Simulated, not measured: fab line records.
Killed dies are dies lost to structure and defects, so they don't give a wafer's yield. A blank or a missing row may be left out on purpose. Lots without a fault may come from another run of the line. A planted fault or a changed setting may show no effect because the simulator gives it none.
fab line records | flow n5Finfet
[record] lots = 9 | wafers = 25 | lastDay = 19
route steps=1938 shown DUMMY_REMOVAL@378 HKMG_FIN@386 BEOL_M4@1111 PASSIVATION@1936
lots with no fault: from the same line, run without faults
startH: the number of hours between the record's first day and the start of the first shown wafer of the lot | waitH: hours elapsed since this lot's preceding step | " unchanged from the row above | L1.1+2: a single row standing in for several wafers | - no value present, or no start provided | * or withheld: withheld | < > ~ a bound
route shown NAME@n: names a module that has steps shown in the file, with the first one's number in the route | usual: mean/standard deviation taken from wafers without a fault | same: alike in all rows | chamber/n: place in a boat | sites: readings site by site | _std_site: their standard deviation | _edge_site: the outer-site mean with the inner-site mean subtracted | radiusMm: how far each site lies from the wafer's centre | mask NAME#n: copy n | behind: tool/chamber where the wafer was last shaped | hold: why the lot was held/for how many hours/how that ended | device: the n, p or np transistor that did not switch | end of line: the tests these same wafers got at the end of their route | for a step that has no rows: nothing shown but its recipe | killed: dies that structure and defects cost at the first sort, which is not the same as the wafer's yield | map: a wafer's dies, x killed, . not, _ none there
set.NAME: the run value of the setting; set.NAME@STEP: its run value at that earlier step | model.NAME: the simulator's own value behind a step, which no gauge read
a sample of lots followed through the steps of the route, with each step as a table and each wafer as a row
services: the hour from which a tool's chamber was out of use, counted from the record's first day as startH (under 0 if before that day), plus the number of hours and why
[[steps]]
[step N5_DUMMY_REMOVAL_STRIP_10]
[recipe] chemistry = N2/H2 | timeS = 40 | powerW = 100 | tempC = 40 | pressureMtorr = 100 | rfFrequencyHz = 6e+07 | biasPowerW = 3 | n2FlowSccm = 300 | h2FlowSccm = 300
[usual] drypumpMotorCurrentA = 5.6/0.56 | oesProductAu = 0.80/0.074 | rfVppV = 45.5/0.81 | showerheadPlenumPTorr = 3.38/0.099 | throttleValvePct = 12.17/0.26
lot.wafer | tool       | chamber | startH | waitH | drypumpMotorCurrentA | oesProductAu | rfHoursCounterH | rfVppV | showerheadPlenumPTorr | throttleValvePct
L175.2    | rieDiel-06 | 1       | 73.67  | 0.0   | 5.2                  | 0.69         | 237             | 45.3   | 3.47                  | 12.80
L175.5    | "          | 1       | "      | "     | 5.2                  | 0.68         | -               | 45.9   | 3.47                  | 12.81
L175.6    | "          | 3       | "      | "     | 6.0                  | 0.78         | -               | 45.5   | 3.38                  | 12.00
L176.2    | rieDiel-03 | 1       | 77.74  | 0.0   | 5.0                  | 0.87         | 65              | 44.9   | 3.29                  | 12.23
L176.4    | "          | 3       | "      | "     | 4.7                  | 0.79         | 99              | 44.0   | 3.27                  | 12.29
L176.5    | "          | 3       | "      | "     | 4.7                  | 0.81         | -               | 44.3   | 3.27                  | 12.27
L181.1    | rieDiel-03 | 1       | 107.79 | 0.0   | 5.0                  | 0.86         | 72              | 44.9   | 3.29                  | 12.26
L181.3    | "          | 3       | "      | "     | 4.7                  | 0.80         | 109             | 44.5   | 3.27                  | 12.29
L181.6    | "          | 1       | "      | "     | 5.0                  | 0.87         | -               | 45.8   | 3.29                  | 12.25
L182.3    | rieDiel-03 | 1       | 112.36 | 0.0   | 5.0                  | 0.86         | 74              | 44.3   | 3.29                  | 12.25
L182.5    | "          | 1       | "      | "     | 5.0                  | 0.86         | -               | 46.2   | 3.29                  | 12.25
L182.6    | "          | 2       | "      | "     | 5.1                  | 0.82         | -               | 44.7   | 3.44                  | 12.11
L189.2    | rieDiel-01 | 2       | 158.81 | 0.0   | 5.9                  | 0.80         | 93              | 44.5   | 3.53                  | 12.14
L189.4    | "          | 0       | "      | "     | 6.0                  | 0.72         | 167             | 44.8   | 3.37                  | 12.39
L192.2    | rieDiel-03 | 2       | 176.40 | 0.0   | 5.1                  | 0.80         | 89              | 46.1   | 3.42                  | 12.14
L192.4    | "          | 2       | "      | "     | 5.1                  | 0.80         | -               | 45.5   | 3.42                  | 12.17
L195.1    | rieDiel-01 | 2       | 191.58 | 0.0   | 5.9                  | 0.78         | 104             | 46.7   | 3.53                  | 12.18
L195.2    | "          | 0       | "      | "     | 6.1                  | 0.71         | 176             | 44.9   | 3.37                  | 12.41
L195.5    | "          | 3       | "      | "     | 6.3                  | 0.86         | -               | 45.1   | 3.28                  | 11.75
L196.1    | rieDiel-01 | 3       | 201.19 | 0.0   | 6.3                  | 0.86         | 47              | 44.0   | 3.28                  | 11.77
L196.4    | "          | 2       | "      | "     | 5.9                  | 0.78         | 108             | 45.3   | 3.53                  | 12.16
L196.5    | "          | 0       | "      | "     | 6.0                  | 0.71         | -               | 45.4   | 3.37                  | 12.42
L197.2    | rieDiel-01 | 0       | 203.00 | 0.0   | 6.1                  | 0.71         | 180             | 45.1   | 3.37                  | 12.41
L197.3    | "          | 1       | "      | "     | 5.8                  | 0.71         | 197             | 45.4   | 3.23                  | 12.43
L197.6    | "          | 2       | "      | "     | 5.9                  | 0.78         | -               | 44.5   | 3.53                  | 12.17
[step N5_HKMG_FIN_HK_ALD_01]
[recipe] material = HfO2 | targetThkA = 16 | tempC = withheld | aldPrecursorFamily = HfCl4 | aldCoReactant = H2O | pulseTimeS = 3 | purgeTimeS = 3 | coReactantPurgeTimeS = 2.5 | coReactantPulseTimeS = 0.3 | aldCycles = 30
[usual] precursorPulseHeightRel = 0.999/0.019
[same] aldCycles = 30
lot.wafer | tool     | chamber | startH | waitH | precursorPulseHeightRel | sinceWetCleanH
L175.2    | aldHk-03 | 2       | 74.20  | 0.0   | 0.983                   | 1850
L175.5    | "        | 1       | "      | "     | 0.998                   | -
L175.6    | "        | 2       | "      | "     | 0.992                   | -
L176.2    | aldHk-02 | 2       | 78.26  | 0.0   | 1.008                   | 48
L176.4    | "        | 1       | "      | "     | 0.969                   | 48
L176.5    | "        | 0       | "      | "     | 0.990                   | -
L181.1    | aldHk-03 | 2       | 108.36 | 0.1   | 1.005                   | 1884
L181.3    | "        | 0       | "      | "     | 1.024                   | 1884
L181.6    | "        | 0       | "      | "     | 0.993                   | -
L182.3    | aldHk-02 | 2       | 112.88 | 0.0   | 0.995                   | 83
L182.5    | "        | 3       | "      | "     | 1.015                   | -
L182.6    | "        | 2       | "      | "     | 0.995                   | -
L189.2    | aldHk-03 | 2       | 159.40 | 0.0   | 1.020                   | 1935
L189.4    | "        | 0       | "      | "     | 0.993                   | 1935
L192.2    | aldHk-03 | 1       | 176.93 | 0.0   | 0.999                   | 1953
L192.4    | "        | 3       | "      | "     | 1.007                   | 1953
L195.1    | aldHk-03 | 2       | 192.10 | 0.0   | 0.957                   | 1968
L195.2    | "        | 0       | "      | "     | 1.002                   | 1968
L195.5    | "        | 3       | "      | "     | 1.009                   | -
L196.1    | aldHk-01 | 0       | 201.72 | 0.0   | 0.988                   | 1082
L196.4    | "        | 2       | "      | "     | 1.005                   | 1082
L196.5    | "        | 3       | "      | "     | 1.031                   | -
L197.2    | aldHk-03 | 2       | 203.52 | 0.0   | 0.974                   | 1980
L197.3    | "        | 0       | "      | "     | 0.984                   | 1980
L197.6    | "        | 2       | "      | "     | 1.022                   | -
[step N5_HKMG_FIN_ETCH_58]
[recipe] chemistry = N2/H2 | target = SOC | targetDepthA = 2158 | ionEnergyEv = 50 | biasW = 13 | timeS = 741 | pressureMtorr = 30 | sourceW = 875 | n2FlowSccm = 200 | h2FlowSccm = 200
[usual] drypumpMotorCurrentA = 5.8/0.42 | oesProductAu = 0.73/0.049 | rfVppV = 99.0/1 | runLengthS = 764.4/0.46 | showerheadPlenumPTorr = 2.54/0.1 | throttleValvePct = 17.90/0.25
lot.wafer | tool       | chamber | startH | waitH | drypumpMotorCurrentA | oesProductAu | rfHoursCounterH | rfVppV | runLengthS | showerheadPlenumPTorr | throttleValvePct
L175.2    | rieDiel-05 | 2       | 75.53  | 0.0   | 5.6                  | 0.76         | 163             | 99.9   | 763.9      | 2.66                  | 17.76
L175.5    | "          | 1       | "      | "     | 6.5                  | 0.69         | -               | 98.9   | 764.6      | 2.40                  | 17.95
L175.6    | "          | 2       | "      | "     | 5.5                  | 0.76         | -               | 100.2  | 764.2      | 2.66                  | 17.76
L176.2    | rieDiel-05 | 0       | 79.60  | 0.0   | 5.6                  | 0.71         | 173             | 98.6   | 764.4      | 2.55                  | 18.18
L176.4    | "          | 1       | "      | "     | 6.5                  | 0.68         | 200             | 99.0   | 764.6      | 2.40                  | 17.96
L176.5    | "          | 3       | "      | "     | 6.1                  | 0.77         | -               | 98.7   | 764.2      | 2.54                  | 17.75
L181.1    | rieDiel-04 | 3       | 109.85 | 0.0   | 5.8                  | 0.72         | 187             | 99.8   | 765.5      | 2.65                  | 18.21
L181.3    | "          | 0       | "      | "     | 5.6                  | 0.81         | 59              | 98.8   | 764.8      | 2.46                  | 17.23
L181.6    | "          | 2       | "      | "     | 6.1                  | 0.76         | -               | 100.1  | 763.7      | 2.45                  | 17.80
L182.3    | rieDiel-05 | 1       | 115.18 | 0.0   | 6.5                  | 0.67         | 211             | 98.4   | 764.9      | 2.40                  | 17.96
L182.5    | "          | 3       | "      | "     | 6.1                  | 0.77         | -               | 99.8   | 764.5      | 2.54                  | 17.76
L182.6    | "          | 0       | "      | "     | 5.6                  | 0.70         | -               | 99.8   | 764.4      | 2.55                  | 18.19
L189.2    | rieDiel-05 | 0       | 160.75 | 0.0   | 5.6                  | 0.69         | 200             | 97.4   | 611.4      | 2.54                  | 18.22
L189.4    | "          | 1       | "      | "     | 6.5                  | 0.66         | 226             | 98.6   | 612.5      | 2.39                  | 18.00
L192.2    | rieDiel-05 | 2       | 178.41 | 0.0   | 5.5                  | 0.73         | 197             | 99.9   | 611.5      | 2.64                  | 17.79
L192.4    | "          | 1       | "      | "     | 6.5                  | 0.67         | 232             | 98.2   | 612.0      | 2.39                  | 17.99
L195.1    | rieDiel-04 | 2       | 193.54 | 0.0   | 6.1                  | 0.73         | 196             | 97.9   | 764.2      | 2.43                  | 17.87
L195.2    | "          | 3       | "      | "     | 5.8                  | 0.69         | 218             | 99.9   | 765.0      | 2.64                  | 18.26
L195.5    | "          | 0       | "      | "     | 5.6                  | 0.78         | -               | 98.3   | 764.3      | 2.44                  | 17.31
L196.1    | rieDiel-04 | 2       | 203.05 | 0.0   | 6.1                  | 0.73         | 199             | 98.1   | 763.6      | 2.43                  | 17.84
L196.4    | "          | 0       | "      | "     | 5.6                  | 0.77         | 92              | 99.0   | 764.4      | 2.44                  | 17.31
L196.5    | "          | 3       | "      | "     | 5.7                  | 0.68         | -               | 100.6  | 764.8      | 2.64                  | 18.28
L197.2    | rieDiel-02 | 3       | 204.85 | 0.0   | 4.9                  | 0.71         | 222             | 99.8   | 764.5      | 2.53                  | 17.94
L197.3    | "          | 0       | "      | "     | 5.8                  | 0.68         | 250             | 98.5   | 764.3      | 2.38                  | 17.76
L197.6    | "          | 0       | "      | "     | 5.8                  | 0.68         | -               | 99.9   | 763.9      | 2.38                  | 17.76
[step N5_HKMG_FIN_STRIP_60]
[recipe] chemistry = N2/H2 | powerW = 2500 | tempC = 300 | h2Frac = 0.65 | timeS = 360 | pressureMtorr = withheld | n2FlowSccm = 1750 | h2FlowSccm = 3250
[usual] drypumpMotorCurrentA = 5.88/0.25 | heaterPowerW = 475/38
lot.wafer | tool           | chamber | startH | waitH | drypumpMotorCurrentA | heaterPowerW | rfHoursCounterH
L175.2    | plasmaAsher-01 | 1       | 76.11  | 0.0   | 5.65                 | 438          | 83
L175.5    | "              | 0       | "      | "     | 5.88                 | 450          | -
L175.6    | "              | 1       | "      | "     | 5.65                 | 439          | -
L176.2    | plasmaAsher-02 | 1       | 80.17  | 0.0   | 5.70                 | 531          | 39
L176.4    | "              | 1       | "      | "     | 5.69                 | 529          | -
L176.5    | "              | 1       | "      | "     | 5.69                 | 533          | -
L181.1    | plasmaAsher-02 | 1       | 110.42 | 0.0   | 5.67                 | 534          | 45
L181.3    | "              | 1       | "      | "     | 5.72                 | 534          | -
L181.6    | "              | 1       | "      | "     | 5.66                 | 533          | -
L182.3    | plasmaAsher-01 | 0       | 115.87 | 0.1   | 5.85                 | 451          | -
L182.5    | "              | 0       | "      | "     | 5.86                 | 447          | -
L182.6    | "              | 1       | "      | "     | 5.65                 | 439          | -
L189.2    | plasmaAsher-02 | 1       | 161.33 | 0.0   | 5.67                 | 538          | 57
L189.4    | "              | 1       | "      | "     | 5.70                 | 535          | -
L192.2    | plasmaAsher-02 | 0       | 179.16 | 0.0   | 6.22                 | 439          | 61
L192.4    | "              | 0       | "      | "     | 6.24                 | 455          | -
L195.1    | plasmaAsher-02 | 1       | 194.11 | 0.0   | 5.69                 | 531          | 65
L195.2    | "              | 0       | "      | "     | 6.24                 | 452          | 65
L195.5    | "              | 1       | "      | "     | 5.69                 | 542          | -
L196.1    | plasmaAsher-02 | 1       | 203.63 | 0.0   | 5.64                 | 518          | 67
L196.4    | "              | 1       | "      | "     | 5.68                 | 538          | -
L196.5    | "              | 0       | "      | "     | 6.26                 | 456          | -
L197.2    | plasmaAsher-02 | 0       | 205.42 | 0.0   | 6.23                 | 451          | 67
L197.3    | "              | 1       | "      | "     | 5.69                 | 523          | -
L197.6    | "              | 1       | "      | "     | 5.68                 | 518          | -
[step N5_BEOL_M4_RC_MEAS_101]
[usual] DIBL_N = 36.6/1.9 | DIBL_P = 36.7/2.2 | IOFF_N = 0.16/0.035 | IOFF_N_85C = 3.2/0.57 | IOFF_N_LIN = 0.074/0.013 | IOFF_N_LONG = 5.48e-05/2.4e-06 | IOFF_P = 0.22/0.038 | ION_N = 672/14 | ION_P = 462/8.3 | SS_N = 71.6/0.65 | SS_P = 73.5/0.72 | VT_N = 250/3.5 | VT_N_LONG = 275.1/2.1 | VT_P = -250/3.1
lot.wafer | tool      | chamber | startH | waitH | DIBL_N[mV/V] | DIBL_P[mV/V] | IOFF_N[nA/um] | IOFF_N_85C[nA/um] | IOFF_N_LIN[nA/um] | IOFF_N_LONG[nA/um] | IOFF_P[nA/um] | ION_N[uA/um] | ION_P[uA/um] | SS_N[mV/dec] | SS_P[mV/dec] | VT_N[mV] | VT_N_LONG[mV] | VT_P[mV]
L176.2    | prober-02 | 0       | 202.64 | 0.2   | 37.8         | 36.2         | 0.15          | 3.0               | 0.069             | 5.32e-05           | 0.21          | 666          | 459          | 71.6         | 72.7         | 250      | 272.7         | -249
L176.4    | "         | 0       | "      | "     | 42.0         | 40.1         | 0.27          | 4.9               | 0.105             | 5.48e-05           | 0.27          | 682          | 458          | 73.9         | 74.7         | 245      | 273.8         | -249
L176.5    | "         | 0       | "      | "     | 34.8         | 33.9         | 0.13          | 2.6               | 0.062             | 5.48e-05           | 0.18          | 680          | 468          | 71.1         | 72.6         | 252      | 273.6         | -251
L175.2    | prober-01 | 0       | 203.17 | 0.2   | 39.2         | 40.5         | 0.22          | 4.0               | 0.099             | 5.48e-05           | 0.34          | 686          | 483          | 71.1         | 74.5         | 243      | 275.4         | -239
L175.5    | "         | 0       | "      | "     | 37.5         | 39.0         | 0.17          | 3.3               | 0.079             | 5.43e-05           | 0.29          | 677          | 471          | 71.0         | 73.9         | 247      | 275.1         | -244
L175.6    | "         | 0       | "      | "     | 33.2         | 32.6         | 0.10          | 2.1               | 0.051             | 5.44e-05           | 0.18          | 646          | 455          | 69.9         | 72.5         | 255      | 276.0         | -252
L181.1    | prober-02 | 0       | 226.45 | 0.0   | 35.9         | 36.8         | 0.17          | 3.3               | 0.080             | 5.66e-05           | 0.24          | 691          | 476          | 71.0         | 73.7         | 249      | 275.1         | -249
L181.3    | "         | 0       | "      | "     | 37.2         | 37.1         | 0.17          | 3.4               | 0.075             | 5.59e-05           | 0.22          | 664          | 455          | 72.0         | 74.0         | 251      | 273.7         | -249
L181.6    | "         | 0       | "      | "     | 36.9         | 37.2         | 0.16          | 3.2               | 0.073             | 5.61e-05           | 0.23          | 670          | 462          | 72.5         | 74.4         | 252      | 274.5         | -249
L182.3    | prober-01 | 0       | 237.16 | 0.3   | 35.9         | 35.8         | 0.14          | 2.7               | 0.065             | 5.65e-05           | 0.16          | 675          | 454          | 71.9         | 73.2         | 254      | 273.0         | -256
L182.5    | "         | 0       | "      | "     | 37.0         | 38.1         | 0.17          | 3.2               | 0.076             | 5.55e-05           | 0.21          | 661          | 455          | 71.1         | 74.0         | 250      | 273.1         | -252
L182.6    | "         | 0       | "      | "     | 38.1         | 38.4         | 0.18          | 3.4               | 0.082             | 5.68e-05           | 0.22          | 685          | 465          | 72.2         | 74.1         | 250      | 271.1         | -254
L189.2    | prober-02 | 0       | 279.73 | 0.2   | 34.9         | 35.8         | 2.67          | 32.2              | 1.281             | 0.0009417          | 0.18          | 698          | 456          | 72.0         | 73.1         | 167      | 189.1         | -253
L189.4    | "         | 0       | "      | "     | 36.8         | 38.6         | 3.46          | 40.2              | 1.504             | 0.0009161          | 0.24          | 699          | 463          | 71.8         | 73.5         | 163      | 190.8         | -248
L192.2    | prober-02 | 0       | 293.29 | 0.2   | 36.8         | 38.9         | 3.97          | 45.7              | 1.731             | 0.0010065          | 0.25          | 697          | 464          | 71.4         | 73.9         | 162      | 187.5         | -248
L192.4    | "         | 0       | "      | "     | 35.7         | 37.4         | 3.81          | 44.7              | 1.719             | 0.0010244          | 0.23          | 707          | 465          | 72.3         | 73.9         | 161      | 186.7         | -247
L195.1    | prober-01 | 0       | 319.10 | 0.0   | 37.4         | 38.4         | 0.16          | 3.1               | 0.075             | 5.4e-05            | 0.22          | 678          | 468          | 71.0         | 74.4         | 251      | 277.3         | -249
L195.2    | "         | 0       | "      | "     | 37.4         | 38.9         | 0.17          | 3.2               | 0.076             | 5.29e-05           | 0.25          | 667          | 455          | 71.4         | 73.9         | 253      | 279.8         | -247
L195.5    | "         | 0       | "      | "     | 38.9         | 38.7         | 0.18          | 3.3               | 0.075             | 5.36e-05           | 0.24          | 654          | 452          | 72.4         | 74.9         | 254      | 277.7         | -249
L197.2    | prober-02 | 0       | 319.81 | 0.2   | 38.0         | 37.2         | 0.19          | 3.6               | 0.087             | 6e-05              | 0.26          | 699          | 472          | 71.8         | 73.5         | 249      | 269.9         | -244
L197.3    | "         | 0       | "      | "     | 39.0         | 39.1         | 0.23          | 4.2               | 0.099             | 5.93e-05           | 0.31          | 682          | 467          | 71.8         | 74.1         | 245      | 270.6         | -244
L197.6    | "         | 0       | "      | "     | 37.8         | 36.6         | 0.18          | 3.4               | 0.082             | 6.05e-05           | 0.25          | 674          | 463          | 72.4         | 73.6         | 248      | 270.9         | -245
L196.1    | prober-02 | 0       | 326.31 | 0.0   | 38.1         | 37.1         | 0.19          | 3.5               | 0.082             | 5.65e-05           | 0.25          | 669          | 458          | 71.4         | 73.8         | 249      | 274.9         | -248
L196.4    | "         | 0       | "      | "     | 35.2         | 34.2         | 0.14          | 2.7               | 0.067             | 5.65e-05           | 0.19          | 680          | 466          | 71.2         | 72.6         | 251      | 274.2         | -250
L196.5    | "         | 0       | "      | "     | 35.7         | 34.4         | 0.14          | 2.9               | 0.069             | 5.75e-05           | 0.21          | 678          | 474          | 71.6         | 73.6         | 249      | 271.8         | -248
[step N5_PASSIVATION_PROBE_49]
[usual] defectLimitedYield = 91.6/1.4 | killed_at_M0_to_M3 = 35/10 | killed_at_M4_up = 13/4.8 | killedAtContacts = 12/7.2 | killedAtFrontEnd = 36/12 | killedAtOther = 4/3.1 | killedDies = 100/17 | killedOpen = 66/13 | killedShort = 32/7.3 | sort_bin_4_leakage = 0.00/0.0099 | sort_bin_5_function = 5.0/0.94 | sort_bin_6_memory = 3.1/0.67 | sort_bin_8_speed = 0.01/0.047 | sortNPass = 1080/17 | sortYieldPct = 91.6/1.4
[same] grossDies = 1180 | killedAtBackSide = 0
lot.wafer | tool      | chamber | startH | waitH | defectLimitedYield[%] | killed_at_M0_to_M3 | killed_at_M4_up | killedAtContacts | killedAtFrontEnd | killedAtOther | killedDies | killedOpen | killedShort | sort_bin_4_leakage[%] | sort_bin_5_function[%] | sort_bin_6_memory[%] | sort_bin_8_speed[%] | sortNPass | sortYieldPct[%]
L189.2    | prober-02 | -       | 407.22 | 0.1   | 93.5                  | 22                 | 16              | 12               | 23               | 4             | 77         | 53         | 24          | 93.47                 | 3.5                    | 2.6                  | 0                   | 0         | 0
L189.4    | prober-02 | -       | 407.32 | 0.2   | 92.4                  | 29                 | 20              | 11               | 27               | 3             | 90         | 61         | 29          | 92.37                 | 4.4                    | 3.2                  | 0                   | 0         | 0
L192.2    | prober-01 | -       | 409.19 | 0.1   | 92.7                  | 29                 | 12              | 13               | 32               | 0             | 86         | 54         | 29          | 92.71                 | 4.6                    | 2.4                  | 0                   | 0         | 0
L192.4    | prober-01 | -       | 409.29 | 0.2   | 89.7                  | 48                 | 22              | 15               | 35               | 1             | 121        | 94         | 27          | 89.75                 | 5.3                    | 4.5                  | 0                   | 0         | 0
// killed by level:class
L189.2 MOL_CONTACT_COAG:geometricParticle:open=9 BEOL_M0_SAQP:geometricParticle:short=8 BEOL_M1:geometricParticle:open=6 BEOL_M4:geometricParticle:open=6 BEOL_M0_SAQP:geometricParticle:open=4 FIN_SAQP:geometricParticle:open=3 FIN_CUT:geometricParticle:open=3 STI_FIN_REVEAL:geometricParticle:open=3
L189.4 BEOL_M4:geometricParticle:open=14 MOL_CONTACT_COAG:geometricParticle:open=10 BEOL_M0_SAQP:geometricParticle:open=9 BEOL_M1:geometricParticle:open=6 FIN_SAQP:geometricParticle:short=5 BEOL_M2:geometricParticle:open=5 BEOL_M0_SAQP:geometricParticle:short=4 STARTING-WAFER:geometricParticle:short=4
L192.2 MOL_CONTACT_COAG:geometricParticle:open=11 STI_FIN_REVEAL:geometricParticle:open=10 BEOL_M0_SAQP:geometricParticle:short=10 BEOL_M0_SAQP:geometricParticle:open=5 BEOL_M3:geometricParticle:open=5 STI_FIN_REVEAL:geometricParticle:short=4 FIN_SAQP:geometricParticle:open=3 BEOL_M0:geometricParticle:open=3
L192.4 STI_FIN_REVEAL:geometricParticle:open=15 BEOL_M4:geometricParticle:open=14 MOL_CONTACT_COAG:geometricParticle:open=13 BEOL_M3:geometricParticle:open=12 BEOL_M0_SAQP:geometricParticle:open=10 BEOL_M0_SAQP:geometricParticle:short=9 BEOL_M1:geometricParticle:open=8 FIN_SAQP:geometricParticle:open=5
[[services]]
tool           | chamber | startH | hours | kind
plasmaAsher-01 | -       | 55.10  | 1.3   | repair
rieDiel-02     | 1       | 58.16  | 9.7   | repair
rieDiel-03     | 3       | 59.26  | 6.7   | repair
rieDiel-05     | -       | 70.86  | 2.8   | pm
rieDiel-01     | 0       | 99.20  | 8.2   | repair
rieDiel-03     | 0       | 99.56  | -     | clean
rieDiel-03     | 0       | 99.56  | -     | consumableReplace:focusRing
rieDiel-03     | 0       | 99.56  | 32.6  | scheduledDown
rieDiel-03     | 0       | 99.56  | 32.6  | ventCycle
rieDiel-01     | 1       | 103.86 | 16.6  | repair
rieDiel-05     | -       | 117.75 | 0.6   | repair
rieDiel-06     | 1       | 125.06 | -     | clean
rieDiel-06     | 1       | 125.06 | -     | consumableReplace:focusRing
rieDiel-06     | 1       | 125.06 | 11.0  | scheduledDown
rieDiel-06     | 1       | 125.06 | 11.0  | ventCycle
rieDiel-05     | -       | 126.84 | 0.3   | repair
rieDiel-03     | -       | 143.10 | 1.2   | repair
rieDiel-04     | 0       | 146.11 | 2.5   | repair
rieDiel-06     | 1       | 151.90 | 8.1   | repair
rieDiel-01     | -       | 164.46 | 0.3   | repair
plasmaAsher-01 | -       | 167.85 | 2.8   | pm
rieDiel-06     | 3       | 170.12 | 4.2   | repair
rieDiel-02     | 0       | 205.33 | -     | clean
rieDiel-02     | 0       | 205.33 | -     | consumableReplace:focusRing
[[key]]
[firstSign] step = N5_HKMG_FIN_ETCH_58 | reading = runLengthS | direction = down | sigmas = 99+ | usual = * | struck = *
[effect] step = N5_BEOL_M4_RC_MEAS_101 | reading = IOFF_N_LONG | direction = up | sigmas = 99+ | usual = 5.48e-05 | struck = 0.0009722
[effect] step = N5_BEOL_M4_RC_MEAS_101 | reading = IOFF_N_LIN | direction = up | sigmas = 99+ | usual = 0.074 | struck = 1.559
[effect] step = N5_BEOL_M4_RC_MEAS_101 | reading = IOFF_N | direction = up | sigmas = 95 | usual = 0.16 | struck = 3.48
[effect] step = N5_BEOL_M4_RC_MEAS_101 | reading = IOFF_N_85C | direction = up | sigmas = 66 | usual = 3.2 | struck = 40.7
[effect] step = N5_BEOL_M4_RC_MEAS_101 | reading = VT_N_LONG | direction = down | sigmas = 42 | usual = 275.1 | struck = 188.5
[effect] step = N5_BEOL_M4_RC_MEAS_101 | reading = VT_N | direction = down | sigmas = 25 | usual = 250 | struck = 163
[effect] step = N5_BEOL_M4_RC_MEAS_101 | reading = ION_N | direction = up | sigmas = 2.1 | usual = 672 | struck = 700 | wafersMoved = 2
[effect] step = N5_PASSIVATION_PROBE_49 | reading = sort_bin_4_leakage | direction = up | sigmas = 99+ | usual = 0.00 | struck = 92.08
metAt N5_HKMG_FIN_ETCH_58
struckLots L189,L192
struckWafers L189.2,L189.4,L192.2,L192.4
notActingAt N5_DUMMY_REMOVAL_STRIP_10,N5_HKMG_FIN_HK_ALD_01,N5_HKMG_FIN_STRIP_60
onsetBetween 115.18 160.75
[fault] kind = processParameterDrift | tool = rieDiel-05 | chamber = - | onsetH = 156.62 | steps = N5_HKMG_FIN_ETCH_58 | channel = timeS | offset = * | shape = step | endH = 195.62 | scope = struckWafersOnly | actsIn = * | stated = *
